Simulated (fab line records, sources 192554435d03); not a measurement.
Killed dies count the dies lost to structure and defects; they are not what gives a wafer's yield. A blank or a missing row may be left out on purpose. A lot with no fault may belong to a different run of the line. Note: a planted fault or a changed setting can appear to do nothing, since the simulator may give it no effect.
Chamber matching + flow n5 finfet + N5_BEOL_M0_SAQP_ETCH_101 on rie diel-05: 4 sister chambers
The step etches SiNx in CH3F/O2, target depth 29.9 nm, time 42.7 s. 8 wafers are shown with their chamber, then 11 later ones without.

WAFERS PAIRED WITH THEIR CHAMBERS
| wafer  | chamber | drypump motor current A (A) | throttle valve pct (%) |
|--------|---------|-----------------------------|------------------------|
| L083.5 | 0       | 5.48                        | 16.49                  |
| L083.6 | 1       | 5.76                        | 16.24                  |
| L084.1 | 1       | 5.80                        | 16.23                  |
| L084.3 | 3       | 5.98                        | 16.53                  |
| L084.4 | 0       | 5.52                        | 16.51                  |
| L084.5 | 2       | 5.34                        | 16.60                  |
| L084.6 | 3       | 5.95                        | 16.55                  |
| L087.3 | 2       | 5.31                        | 16.61                  |

WAFERS WHOSE CHAMBER IS MISSING
| wafer  | drypump motor current A (A) | throttle valve pct (%) |
|--------|-----------------------------|------------------------|
| L087.4 | 5.53                        | 16.50                  |
| L087.6 | 5.50                        | 16.51                  |
| L090.1 | 5.77                        | 16.26                  |
| L090.2 | 5.49                        | 16.52                  |
| L090.4 | 5.95                        | 16.57                  |
| L093.1 | 5.51                        | 16.53                  |
| L093.2 | 5.32                        | 16.65                  |
| L093.5 | 5.33                        | 16.63                  |
| L097.2 | 5.50                        | 16.55                  |
| L097.3 | 5.32                        | 16.65                  |
| L097.5 | 5.75                        | 16.29                  |

THE CHAMBER EACH PASSED THROUGH
| wafer  | from the rows above | in truth |
|--------|---------------------|----------|
| L087.4 | 0                   | 0        |
| L087.6 | 0                   | 0        |
| L090.1 | 1                   | 1        |
| L090.2 | 0                   | 0        |
| L090.4 | 3                   | 3        |
| L093.1 | 0                   | 0        |
| L093.2 | 2                   | 2        |
| L093.5 | 2                   | 2        |
| L097.2 | 0                   | 0        |
| L097.3 | 2                   | 2        |
| L097.5 | 1                   | 1        |
Correctly placed: 11 of 11. From these rows, 0 cannot be placed. 0 placed wrongly.
How it was worked out, from the rows above alone: a wafer's distance from a chamber is the root of the sum, over the readings, of the square of ((its reading less the chamber's mean) divided by the reading's scatter). The wafer belongs to the nearest chamber; if the next one is less than 2 further off, it can't be placed. A chamber's mean is the mean of its shown wafers. How the scatter is found: for the shown wafers, subtract from each reading the mean of its chamber, square and add these, divide the total by (wafers less chambers), then take the root.
